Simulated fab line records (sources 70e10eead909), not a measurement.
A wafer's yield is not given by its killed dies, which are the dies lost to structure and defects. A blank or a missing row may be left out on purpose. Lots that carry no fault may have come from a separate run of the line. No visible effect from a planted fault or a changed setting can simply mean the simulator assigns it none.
fab line records    flow nand-harc
record: lots: 6  wafers: 18  last-day: 25
route steps=1159 shown A_SGD_CUT@769 A_SLIT@779 END@1159
lots with no fault: from the same line, run without faults
start-h: the number of hours between the record's first day and the start of the first shown wafer of the lot    wait-h: hours from the lot's prior step to this one    " as in the row above    L1.1+2: one row covering several wafers at once    - value missing, or start not given    * or withheld: withheld    < > ~ a bound
route shown NAME@n: names a module that has steps shown in the file, with the first one's number in the route    usual: mean and standard deviation over wafers with no fault    same: alike in all rows    chamber/n: place in a boat    sites: readings site by site    _std_site: the standard deviation of these    _edge_site: inner sites' mean taken away from outer sites' mean    radius-mm: for every site, how far away it sits from the centre of the wafer    mask NAME#n: copy n    behind: tool/chamber where the wafer was last shaped    hold: what put the lot on hold/how long, in hours/how the hold closed    device: whichever transistor did not switch (one of n, p or np)    end of line: the same wafers' tests at the end of the route    for a step that has no rows: nothing shown but its recipe    killed: count of dies lost to structure and defects at first sort (not the wafer's yield)    map: the dies of a wafer, with x for killed, . for not killed, _ for no die there
set.NAME: the setting as run; set.NAME@STEP: as run at that earlier step    model.NAME: the simulator's own value behind a step, which no gauge read
certain route steps with their lots: each step a table, each wafer a row
services: the hour from which a tool's chamber was out of use, counted from the record's first day as start-h (under 0 if before that day), plus the number of hours and why
== steps ==
step: NHARC_A_SGD_CUT_SRD_19
step: NHARC_A_SGD_CUT_DEP_20
recipe: target-thk-a: 1500  temp-c: 65  material: SiO2
step: NHARC_A_SGD_CUT_ANNEAL_27
recipe: temp-c: 450  time-s: 1800
step: NHARC_A_SGD_CUT_CMP_21
recipe: target-thk-nm: 148.19
usual: motor-current-A: 12.6/1.3  time-to-endpoint-s: 49.1/2.4
lot.wafer  tool    chamber  start-h  wait-h  motor-current-A  time-to-endpoint-s
L802.2     cmp-01  0        327.12   0.4     9.9              48.8
L802.4     "       2        "        "       11.4             45.4
L802.1     "       3        "        "       11.4             46.6
L808.2     cmp-01  2        345.23   0.5     11.5             46.5
L808.1     "       3        "        "       11.3             47.0
L808.5     "       2        "        "       11.6             50.2
L815.3     cmp-03  3        401.39   0.4     14.1             49.0
L815.1     "       0        "        "       12.1             51.0
L815.2     "       2        "        "       11.4             50.5
L814.3     cmp-02  2        410.65   0.4     13.3             45.1
L814.1     "       0        "        "       13.5             45.4
L814.2     "       1        "        "       14.8             46.2
L824.4     cmp-02  1        445.93   0.4     14.7             48.9
L824.3     "       3        "        "       11.4             53.1
L824.5     "       1        "        "       14.9             48.7
L823.4     cmp-02  1        446.06   0.5     14.9             51.5
L823.1     "       0        "        "       13.6             51.7
L823.6     "       2        "        "       13.2             48.7
step: NHARC_A_SGD_CUT_THK_MEAS_22
recipe: thk-meas-gauge: ellipsometry
usual: thk-nm: 148.2/1.2
lot.wafer  tool           chamber  start-h  wait-h  thk-nm
L802.1     film-metro-02  -        327.37   0.2     147.3
L802.2     "              -        "        "       145.4
L802.4     "              -        "        "       148.8
L808.1     film-metro-02  -        345.49   0.2     146.6
L808.2     "              -        "        "       149.8
L808.5     "              -        "        "       148.9
L815.1     film-metro-02  -        401.65   0.2     147.7
L815.2     "              -        "        "       147.7
L815.3     "              -        "        "       150.0
L814.1     film-metro-01  -        410.90   0.2     148.0
L814.2     "              -        "        "       147.1
L814.3     "              -        "        "       149.5
L824.3     film-metro-01  -        446.17   0.2     148.8
L824.4     "              -        "        "       146.8
L824.5     "              -        "        "       146.3
L823.1     film-metro-01  -        446.32   0.2     147.7
L823.4     "              -        "        "       149.8
L823.6     "              -        "        "       146.5
step: NHARC_A_SGD_CUT_SRD_23
step: NHARC_A_SGD_CUT_ETCH_26
recipe: target-depth-a: 458  chemistry: dHF  material: SiO2
step: NHARC_A_SGD_CUT_ETCHBACK_24
recipe: target-depth-a: 500  over-etch-frac: 0.3  time-s: 92.857  ion-energy-ev: 120  ch3f-flow-sccm: 50  o2-flow-sccm: 30  ar-flow-sccm: 200  rf-w: 500  bias-w: 100  chemistry: CH3F/O2
usual: chamber-pressure-mTorr: 25.002/0.021  drypump-motor-current-A: 5.6/0.43  oes-product-au: 0.97/0.033  rf-vpp-V: 244.2/1.8  showerhead-plenum-p-Torr: 2.46/0.12  throttle-valve-pct: 20.662/0.0092
lot.wafer  tool         chamber  start-h  wait-h  chamber-pressure-mTorr  drypump-motor-current-A  oes-product-au  rf-hours-counter-h  rf-vpp-V  showerhead-plenum-p-Torr  throttle-valve-pct
L802.1     rie-diel-10  1        327.67   0.1     25.009                  5.6                      0.93            9                   243.7     2.36                      20.662
L802.2     "            2        "        "       24.981                  6.4                      0.94            11                  245.0     2.54                      20.668
L802.4     "            3        "        "       24.996                  4.9                      0.93            7                   243.6     2.46                      20.662
L808.1     rie-diel-09  0        345.71   0.1     24.978                  5.7                      0.99            5                   242.3     2.34                      20.653
L808.2     "            1        "        "       25.023                  5.0                      1.00            6                   245.0     2.56                      20.656
L808.5     "            1        "        "       24.991                  5.0                      0.98            -                   245.4     2.56                      20.669
L815.2     rie-diel-02  3        401.89   0.2     24.999                  5.9                      0.93            6                   242.5     2.38                      20.668
L815.3     "            0        "        "       24.991                  5.2                      0.92            7                   243.9     2.37                      20.652
L815.1     "            1        "        "       24.974                  5.8                      0.92            7                   244.5     2.41                      20.673
L814.2     rie-diel-09  3        411.12   0.1     24.992                  6.2                      0.95            12                  247.3     2.64                      20.669
L814.3     "            0        "        "       25.011                  5.7                      0.95            11                  241.1     2.34                      20.658
L814.1     "            2        "        "       25.006                  5.8                      0.95            13                  245.1     2.45                      20.684
L824.4     rie-diel-02  2        446.39   0.1     24.997                  5.3                      0.93            14                  241.7     2.28                      20.647
L824.3     "            1        "        "       24.993                  5.8                      0.93            13                  243.4     2.41                      20.670
L824.5     "            2        "        "       25.018                  5.3                      0.93            -                   241.9     2.28                      20.669
L823.4     rie-diel-10  0        446.54   0.1     24.984                  5.0                      0.93            6                   246.3     2.57                      20.668
L823.1     "            1        "        "       24.985                  5.6                      0.92            6                   242.0     2.36                      20.658
L823.6     "            0        "        "       25.031                  5.0                      0.93            -                   246.0     2.57                      20.676
step: NHARC_A_SGD_CUT_STRIP_28
recipe: time-s: 20  o2-flow-sccm: 500  ar-flow-sccm: 0  bias-w: 0  chemistry: O2
usual: chamber-pressure-mTorr: 59.99/0.056  drypump-motor-current-A: 5.6/0.44  oes-product-au: 0.999/0.0072  rf-vpp-V: 57.8/0.85  showerhead-plenum-p-Torr: 3.52/0.16  throttle-valve-pct: 17.037/0.008
lot.wafer  tool         chamber  start-h  wait-h  chamber-pressure-mTorr  drypump-motor-current-A  oes-product-au  rf-hours-counter-h  rf-vpp-V  showerhead-plenum-p-Torr  throttle-valve-pct
L802.1     rie-diel-10  2        -        -       60.04                   6.4                      1.010           11                  58.6      3.65                      17.046
L802.2     "            3        "        "       59.94                   5.0                      1.019           7                   57.4      3.52                      17.052
L802.4     "            1        "        "       60.05                   5.7                      1.009           9                   57.8      3.39                      17.032
L808.2     rie-diel-09  3        -        -       59.87                   6.2                      0.993           6                   57.2      3.78                      17.035
L808.1     "            2        "        "       59.94                   5.8                      0.993           7                   57.7      3.51                      17.052
L808.5     "            3        "        "       59.92                   6.2                      1.001           -                   57.9      3.78                      17.026
L815.2     rie-diel-02  1        -        -       60.02                   5.8                      1.002           8                   58.3      3.46                      17.041
L815.3     "            2        "        "       59.98                   5.3                      0.990           7                   58.1      3.29                      17.017
L815.1     "            0        "        "       60.08                   5.2                      0.996           7                   57.0      3.40                      17.034
L814.1     rie-diel-09  0        -        -       59.98                   5.7                      0.993           11                  57.6      3.36                      17.026
L814.2     "            1        "        "       59.93                   5.0                      0.999           12                  58.1      3.66                      17.030
L814.3     "            3        "        "       60.02                   6.3                      0.989           12                  59.4      3.78                      17.031
L824.3     rie-diel-02  3        -        -       59.96                   5.9                      1.009           13                  57.4      3.42                      17.039
L824.4     "            0        "        "       59.99                   5.3                      0.999           14                  56.8      3.40                      17.044
L824.5     "            3        "        "       59.94                   5.9                      1.007           -                   59.8      3.42                      17.038
L823.1     rie-diel-10  1        -        -       60.04                   5.6                      0.998           6                   58.3      3.39                      17.039
L823.4     "            2        "        "       60.00                   6.4                      0.998           5                   58.6      3.64                      17.052
L823.6     "            3        "        "       59.99                   5.0                      1.014           -                   58.9      3.52                      17.037
step: NHARC_A_SGD_CUT_INSPECT_25
usual: raw-defect-count: 316/87
lot.wafer  tool               chamber  start-h  wait-h  raw-defect-count
L802.1     defect-inspect-02  -        327.89   -       276
L802.2     "                  -        "        "       220
L802.4     "                  -        "        "       289
L808.1     defect-inspect-01  -        345.95   -       322
L808.2     "                  -        "        "       300
L808.5     "                  -        "        "       302
L815.1     defect-inspect-02  -        402.12   -       303
L815.2     "                  -        "        "       244
L815.3     "                  -        "        "       311
L814.1     defect-inspect-01  -        411.37   -       438
L814.2     "                  -        "        "       392
L814.3     "                  -        "        "       416
L824.3     defect-inspect-02  -        446.63   -       271
L824.4     "                  -        "        "       221
L824.5     "                  -        "        "       265
L823.1     defect-inspect-02  -        446.78   -       208
L823.4     "                  -        "        "       189
L823.6     "                  -        "        "       184
step: NHARC_A_SLIT_DEP_25
recipe: target-thk-a: 2000  temp-c: 400  pressure-torr: 6.5  rf-w: 900  teos-flow-sccm: 161.4  flow-sccm: 2650  target-thk-nm: 200  gas: O2  material: SiO2
usual: chamber-pressure-Torr: 6.498/0.014  flow-sccm: 2650/8.6  heater-power-w: 571/120  throttle-valve-pct: 15.8/0.52
lot.wafer  tool      chamber  start-h  wait-h  chamber-pressure-Torr  flow-sccm  heater-power-w  throttle-valve-pct
L802.1     pecvd-02  0        328.15   0.3     6.508                  2652       568             16.6
L802.2     "         1        "        "       6.490                  2642       568             15.9
L802.4     "         0        "        "       6.506                  2649       568             16.5
L808.1     pecvd-03  0        346.24   0.3     6.510                  2650       477             15.5
L808.2     "         2        "        "       6.477                  2668       633             15.2
L808.5     "         0        "        "       6.485                  2665       487             15.5
L815.1     pecvd-01  2        402.36   0.2     6.506                  2670       516             15.7
L815.2     "         0        "        "       6.518                  2652       525             17.3
L815.3     "         1        "        "       6.512                  2657       779             17.2
L814.2     pecvd-03  1        411.44   0.1     6.501                  2652       530             15.9
L814.3     "         2        "        "       6.494                  2644       587             15.2
L814.1     "         0        "        "       6.484                  2652       420             15.6
L824.4     pecvd-01  2        446.82   0.2     6.512                  2663       616             15.5
L824.3     "         0        "        "       6.499                  2651       482             16.5
L824.5     "         2        "        "       6.525                  2638       622             15.5
L823.1     pecvd-02  1        446.93   0.1     6.507                  2646       546             15.3
L823.4     "         2        "        "       6.485                  2642       675             15.9
L823.6     "         0        "        "       6.472                  2652       534             16.6
step: NHARC_A_SLIT_DEP_00
recipe: target-thk-a: 32000  temp-c: 400  material: aC
usual: susceptor-temp-C: 400.03/0.26  throttle-valve-pct: 35.001/0.0091
lot.wafer  tool        chamber  start-h  wait-h  susceptor-temp-C  throttle-valve-pct
L802.1     acl-dep-03  0        329.18   -       399.85            35.001
L802.2     "           0        "        "       399.62            34.996
L802.4     "           0        "        "       400.01            34.998
L808.1     acl-dep-01  0        350.78   4.5     399.72            34.988
L808.2     "           0        "        "       399.64            35.013
L808.5     "           0        352.11   5.6     400.21            34.989
L815.1     acl-dep-02  0        402.69   -       -                 35.021
L815.2     "           0        "        "       -                 34.995
L815.3     "           0        "        "       -                 34.980
L814.1     acl-dep-02  0        412.20   -       400.07            35.001
L814.2     "           0        "        "       400.13            35.012
L814.3     "           0        "        "       400.26            34.991
L823.1     acl-dep-02  0        447.27   -       400.70            34.991
L823.4     "           0        "        "       400.65            34.995
L823.6     "           0        "        "       400.09            35.000
L824.3     acl-dep-03  0        447.80   0.9     -                 34.993
L824.4     "           0        "        "       -                 35.009
L824.5     "           0        "        "       -                 34.999
step: NHARC_A_SLIT_DEP_23
recipe: target-thk-a: 1000  target-thk-nm: 100  temp-c: 400  pressure-torr: 3.5  flow-sccm: 200  rf-w: 350  material: SiON
usual: chamber-pressure-Torr: 3.499/0.009  heater-power-outer-w: 436/74  heater-power-w: 753/110
lot.wafer  tool      chamber  start-h  wait-h  chamber-pressure-Torr  heater-power-outer-w  heater-power-w
L802.1     pecvd-03  2        331.19   1.7     3.496                  440                   743
L802.2     "         1        "        "       3.497                  434                   751
L802.4     "         0        "        "       3.498                  349                   617
L808.2     pecvd-01  1        352.80   1.4     3.526                  627                   1060
L808.1     "         2        "        "       3.503                  365                   678
L808.5     "         1        "        "       3.516                  621                   1138
L815.1     pecvd-01  2        404.71   1.7     -                      -                     -
L815.3     "         0        "        "       -                      -                     -
L815.2     "         1        "        "       -                      -                     -
L814.1     pecvd-01  1        414.19   1.7     -                      -                     -
L814.3     "         2        "        "       -                      -                     -
L814.2     "         0        "        "       -                      -                     -
L824.3     pecvd-03  1        449.17   1.1     3.487                  366                   682
L824.5     "         2        "        "       3.514                  453                   776
L824.4     "         0        "        "       3.492                  338                   623
L823.1     pecvd-02  0        449.30   1.7     3.500                  478                   738
L823.4     "         2        "        "       3.497                  570                   891
L823.6     "         0        "        "       3.483                  474                   756
step: NHARC_A_SLIT_DEHYDRATE_01
recipe: temp-c: 150  time-s: 120
step: NHARC_END_SORT_01
recipe: temp-c: 25
usual: killed-at-array: 25/9.8  killed-at-other: 0.8/1.1  killed-at-periphery: 3.3/2.1  killed-dies: 29/10  killed-open: 3.3/1.8  killed-short: 1.9/1.4
same: gross-dies: 677
lot.wafer  tool       chamber  start-h  wait-h  killed-at-array  killed-at-other  killed-at-periphery  killed-dies  killed-open  killed-short
L815.1     prober-01  0        531.43   2.5     671              2                4                    677          3            3
L815.2     prober-01  0        532.23   2.8     674              1                2                    677          7            3
L815.3     prober-01  0        533.03   3.1     672              2                3                    677          4            3
L814.1     prober-02  0        540.42   2.5     676              0                1                    677          1            2
L814.2     prober-02  0        541.22   2.8     675              0                2                    677          4            1
L814.3     prober-02  0        542.03   3.1     676              0                1                    677          2            3
killed by level:class
L815.1 A_SLIT:area-dep=642 A_CHANNEL_HOLE_D1:chamber-film-flake=12 A_WL_FILL:chamber-film-flake=4 A_CONTACT:chamber-film-flake=4 P_STI:chamber-film-flake=3 A_STAIRCASE:chamber-film-flake=3 A_M1:geometric-particle:open=2 THIN_TSV:chamber-film-flake=2
L815.2 A_SLIT:area-dep=639 A_CHANNEL_HOLE_D1:chamber-film-flake=15 A_STAIRCASE:chamber-film-flake=6 A_CONTACT:chamber-film-flake=3 A_SGD_CUT:geometric-particle:short=2 A_CONTACT:geometric-particle:open=2 A_WL_FILL:chamber-film-flake=2 P_GATE:geometric-particle:open=1
L815.3 A_SLIT:area-dep=637 A_CHANNEL_HOLE_D1:chamber-film-flake=15 A_CONTACT:chamber-film-flake=10 A_ONON_D1:geometric-particle:short=3 A_STAIRCASE:chamber-film-flake=3 THIN_TSV:chamber-film-flake=2 P_M0:geometric-particle:open=1 A_SLIT:geometric-particle:open=1
L814.1 A_SLIT:area-dep=648 A_SLIT:chamber-film-flake=9 A_STAIRCASE:chamber-film-flake=7 A_CONTACT:chamber-film-flake=6 A_CHANNEL_HOLE_D1:chamber-film-flake=4 P_M0:geometric-particle:short=1 A_SGD_CUT:geometric-particle:open=1 A_CONTACT:geometric-particle:short=1
L814.2 A_SLIT:area-dep=643 A_SLIT:chamber-film-flake=11 A_STAIRCASE:chamber-film-flake=6 A_CONTACT:chamber-film-flake=6 A_CHANNEL_HOLE_D1:chamber-film-flake=5 P_GATE:geometric-particle:open=1 A_ONON_D1:geometric-particle:short=1 A_ONON_D1:geometric-particle:open=1
L814.3 A_SLIT:area-dep=632 A_SLIT:chamber-film-flake=12 A_STAIRCASE:chamber-film-flake=11 A_CHANNEL_HOLE_D1:chamber-film-flake=8 A_CONTACT:chamber-film-flake=7 A_WL_FILL:geometric-particle:short=2 P_GATE:geometric-particle:open=1 A_CONTACT:geometric-particle:open=1
map L814.1 (x killed, . not)
____________x____________
_________xxxxxxx_________
_______xxxxxxxxxxx_______
______xxxxxxxxxxxxx______
_____xxxxxxxxxxxxxxx_____
____xxxxxxxxxxxxxxxxx____
____xxxxxxxxxxxxxxxxx____
___xxxxxxxxxxxxxxxxxxx___
___xxxxxxxxxxxxxxxxxxx___
__xxxxxxxxxxxxxxxxxxxxx__
__xxxxxxxxxxxxxxxxxxxxx__
_xxxxxxxxxxxxxxxxxxxxxxx_
_xxxxxxxxxxxxxxxxxxxxxxx_
_xxxxxxxxxxxxxxxxxxxxxxx_
_xxxxxxxxxxxxxxxxxxxxxxx_
_xxxxxxxxxxxxxxxxxxxxxxx_
xxxxxxxxxxxxxxxxxxxxxxxxx
xxxxxxxxxxxxxxxxxxxxxxxxx
xxxxxxxxxxxxxxxxxxxxxxxxx
xxxxxxxxxxxxxxxxxxxxxxxxx
xxxxxxxxxxxxxxxxxxxxxxxxx
_xxxxxxxxxxxxxxxxxxxxxxx_
_xxxxxxxxxxxxxxxxxxxxxxx_
_xxxxxxxxxxxxxxxxxxxxxxx_
_xxxxxxxxxxxxxxxxxxxxxxx_
_xxxxxxxxxxxxxxxxxxxxxxx_
__xxxxxxxxxxxxxxxxxxxxx__
__xxxxxxxxxxxxxxxxxxxxx__
___xxxxxxxxxxxxxxxxxxx___
___xxxxxxxxxxxxxxxxxxx___
____xxxxxxxxxxxxxxxxx____
____xxxxxxxxxxxxxxxxx____
_____xxxxxxxxxxxxxxx_____
______xxxxxxxxxxxxx______
_______xxxxxxxxxxx_______
_________xxxxxxx_________
____________x____________
map L815.1 (x killed, . not)
____________x____________
_________xxxxxxx_________
_______xxxxxxxxxxx_______
______xxxxxxxxxxxxx______
_____xxxxxxxxxxxxxxx_____
____xxxxxxxxxxxxxxxxx____
____xxxxxxxxxxxxxxxxx____
___xxxxxxxxxxxxxxxxxxx___
___xxxxxxxxxxxxxxxxxxx___
__xxxxxxxxxxxxxxxxxxxxx__
__xxxxxxxxxxxxxxxxxxxxx__
_xxxxxxxxxxxxxxxxxxxxxxx_
_xxxxxxxxxxxxxxxxxxxxxxx_
_xxxxxxxxxxxxxxxxxxxxxxx_
_xxxxxxxxxxxxxxxxxxxxxxx_
_xxxxxxxxxxxxxxxxxxxxxxx_
xxxxxxxxxxxxxxxxxxxxxxxxx
xxxxxxxxxxxxxxxxxxxxxxxxx
xxxxxxxxxxxxxxxxxxxxxxxxx
xxxxxxxxxxxxxxxxxxxxxxxxx
xxxxxxxxxxxxxxxxxxxxxxxxx
_xxxxxxxxxxxxxxxxxxxxxxx_
_xxxxxxxxxxxxxxxxxxxxxxx_
_xxxxxxxxxxxxxxxxxxxxxxx_
_xxxxxxxxxxxxxxxxxxxxxxx_
_xxxxxxxxxxxxxxxxxxxxxxx_
__xxxxxxxxxxxxxxxxxxxxx__
__xxxxxxxxxxxxxxxxxxxxx__
___xxxxxxxxxxxxxxxxxxx___
___xxxxxxxxxxxxxxxxxxx___
____xxxxxxxxxxxxxxxxx____
____xxxxxxxxxxxxxxxxx____
_____xxxxxxxxxxxxxxx_____
______xxxxxxxxxxxxx______
_______xxxxxxxxxxx_______
_________xxxxxxx_________
____________x____________
== services ==
tool         chamber  start-h  hours  kind
rie-diel-02  -        327.86   9.0    pm
pecvd-02     -        334.17   13.0   pm
cmp-02       -        342.17   4.0    pm
cmp-01       -        342.65   1.6    repair
acl-dep-02   -        350.14   13.0   pm
cmp-03       -        352.18   4.0    pm
rie-diel-10  -        353.53   9.0    pm
cmp-02       -        371.34   2.2    repair
cmp-03       -        371.58   1.1    repair
cmp-01       -        375.50   4.0    pm
pecvd-02     0        382.01   24.5   repair
cmp-03       -        389.16   2.2    repair
acl-dep-03   -        408.05   13.0   pm
rie-diel-02  1        416.22   11.6   repair
pecvd-01     -        418.14   13.0   pm
rie-diel-10  2        419.80   8.7    repair
rie-diel-09  2        422.71   1.5    repair
rie-diel-09  2        427.69   16.2   repair
rie-diel-09  -        431.10   9.0    pm
cmp-02       -        440.17   4.0    pm
cmp-01       -        440.52   10.1   repair
pecvd-01     1        440.65   8.3    repair
cmp-03       -        445.12   1.9    repair
rie-diel-09  2        447.96   3.0    repair
== key ==
first-sign: step: NHARC_A_SLIT_DEP_23  reading: tool-record  direction: missing
effect: step: NHARC_END_SORT_01  reading: killed-at-array  direction: up  sigmas: 66  usual: 25  struck: 674
more-kills-born-at: NHARC_A_SLIT_DEP_23@pecvd-01: 3841
met-at NHARC_A_SLIT_DEP_23
struck-wafers L814.1,L814.2,L814.3,L815.1,L815.2,L815.3
later-rows-left-out L814.1,L814.2,L814.3,L815.1,L815.2,L815.3
tester-left-out L814,L815
onset-between 352.80 404.71
fault: kind: skipped-step-whole  tool: pecvd-01  chamber: -  onset-h: 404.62  steps: NHARC_A_SLIT_DEP_23  scope: struck-lots-only
tester-left-out: of these lots the tester's yield and bins aren't shown, on N5 and GAA mostly nor the transistor test; their killed dies are dies lost to structure and defects alone, not to doping, threshold or leakage, so they don't give the yield
later-rows-left-out: the simulator's readings of these wafers behind a module that went badly wrong aren't trusted and aren't shown, but for the sort
